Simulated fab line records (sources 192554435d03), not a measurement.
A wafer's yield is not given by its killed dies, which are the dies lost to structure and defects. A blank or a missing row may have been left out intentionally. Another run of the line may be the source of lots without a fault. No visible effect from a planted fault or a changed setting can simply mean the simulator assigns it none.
Struck lot and sound lot, side by side	flow n5 finfet	19 out of 1938 route steps
Sound: the wafers L547.1, L547.3, L547.6. Wafers struck: L555.1, L555.2, L555.4. At the end, the cause is stated.
At each step with rows: each side's tool, then ch and its chambers, then its first start. Under that, the readings that differ: sound wafers	struck wafers	difference of the means	sigmas: that difference in standard deviations of wafers without a fault.
alike: readings with means less than 2 such deviations apart, plus words and numbers identical on both sides. not compared: withheld readings, readings lacking a value on some wafer, bounds such as >300 that could conceal the same value, and numbers that have no deviation in the record and whose values overlap.
The two part at a step that has a row with sigmas, a row that says differs or no value, or rows on one side only. Non-overlapping numbers with no deviation appear without sigmas and do not part them. A reading that every wafer of one side lacks parts them only if that side has two wafers or more.

N5_START_INSPECT_01: inspects for defects (unpatterned scan).
  sound: defect inspect-01 at day 3 06:02; struck: defect inspect-02 at day 5 06:02
  alike: raw defect count
then, 2 steps without rows for these wafers: N5_ZERO_LAYER_PRECLEAN_00 (cleans in SPM, time 600 s); N5_ZERO_LAYER_SRD_01 (time 30 s, dry time 30 s).
N5_ZERO_LAYER_PECVD_02: deposits SiO2 from SiH4/N2O, target thk 10 nm, time 6 s.
  sound on pecvd-01 ch 0,2, day 3 06:17; struck on pecvd-01 ch 0,2, day 5 06:17
  alike: heater power outer w, heater power w, showerhead plenum p Torr
then, 1 step without rows for these wafers: N5_ZERO_LAYER_HMDS_04 (time 60 s).
N5_ZERO_LAYER_COAT_05: resist thk 1000 nm.
  sound on litho track-05 ch 0, day 3 06:22; struck on litho track-04 ch 0, day 5 06:22
reading	sound	struck	difference	sigmas
spin speed rpm (rpm)	1500.4 1500.7 1501.3	1434.2 1435.9 1434.0	-66.1	-66
model.coat_of_ZERO_LAYER_COAT_05.thk nm (nm)	1001 999.6 1001	1019 1017 1024	+19	
then, 6 steps without rows for these wafers: N5_ZERO_LAYER_EBR_07; N5_ZERO_LAYER_SOFTBAKE_06 (time 90 s); N5_ZERO_LAYER_EXPOSE_08 (exposes mask ZERO, defocus 0 nm, target cd 2000 nm); N5_ZERO_LAYER_PEB_09; N5_ZERO_LAYER_DEVELOP_10 (develop time 60 s); N5_ZERO_LAYER_HARDBAKE_23 (time 120 s).
N5_ZERO_LAYER_CD_MEAS_11 targets a cd of 2000 nm.
  sound on cd sem-01 ch 0, day 3 06:46; struck on cd sem-01 ch 0, day 5 06:38
  alike: cd nm
N5_ZERO_LAYER_DESCUM_16: chemistry O2, time 7.9 s.
  sound on rie diel-03 ch 2,3, day 3 06:48; struck on rie diel-03 ch 1,2,3, day 5 07:01
  alike: drypump motor current A, oes product au, rf vpp V, showerhead plenum p Torr, throttle valve pct
  not compared: rf hours counter h
N5_ZERO_LAYER_ETCH_17: etches SiO2 in CF4, target depth 12 nm, time 13.3 s.
  sound on rie diel-03 ch 2,3, day 3 06:50; struck on rie diel-03 ch 1,2,3, day 5 07:04
  alike: drypump motor current A, oes product au, rf vpp V, showerhead plenum p Torr, throttle valve pct
  not compared: rf hours counter h
N5_ZERO_LAYER_ETCH_18: etches Si in HBr/Cl2, target depth 120 nm, time 40 s.
  sound on rie si-03 ch 1,2, day 3 06:55; struck on rie si-06 ch 0,1,3, day 5 07:08
reading	sound	struck	difference	sigmas
model.coat_of_ZERO_LAYER_COAT_05.thk nm (nm)	931.9 929.6 931	949 946.7 955.2	+19	
  alike: drypump motor current A, mfc cl2 sccm, oes product au, throttle valve pct
  not compared: rf hours counter h
N5_ZERO_LAYER_STRIP_24: strips in O2.
  sound on plasma asher-01 ch 0,1, day 3 07:01; struck on plasma asher-02 ch 0,1, day 5 07:14
reading	sound	struck	difference	sigmas
strip time to endpoint s (s)	43.87 43.82 43.88	44.39 44.34 44.60	+0.59	+7
  alike: drypump motor current A, heater power w, oes product au
  not compared: rf hours counter h
then, 1 step without rows for these wafers: N5_ZERO_LAYER_STRIP_19 (strips in SPM, time 900 s).
-- here the record skips 7 days between the struck wafers' starts before and after, leaving off in module ZERO_LAYER and picking up in module BEOL_M4 (first step shown: number 1111 of the route) --
N5_BEOL_M4_RC_MEAS_101:
  sound on prober-01 ch 0, day 9 17:04; struck on prober-02 ch 0, day 12 13:04
  alike: DIBL_N, DIBL_P, IOFF_N, IOFF_P, ION_N, ION_P, SS_N, SS_P, VT_N, VT_P

## WHERE THEY PART
Earliest at N5_ZERO_LAYER_COAT_05; latest, in this record, at N5_ZERO_LAYER_STRIP_24. Later steps at which nothing parts them and some readings are alike: N5_BEOL_M4_RC_MEAS_101.

WHY: whatever the simulator had introduced
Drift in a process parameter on litho track-04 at N5_ZERO_LAYER_COAT_05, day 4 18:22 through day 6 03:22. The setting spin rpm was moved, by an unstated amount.
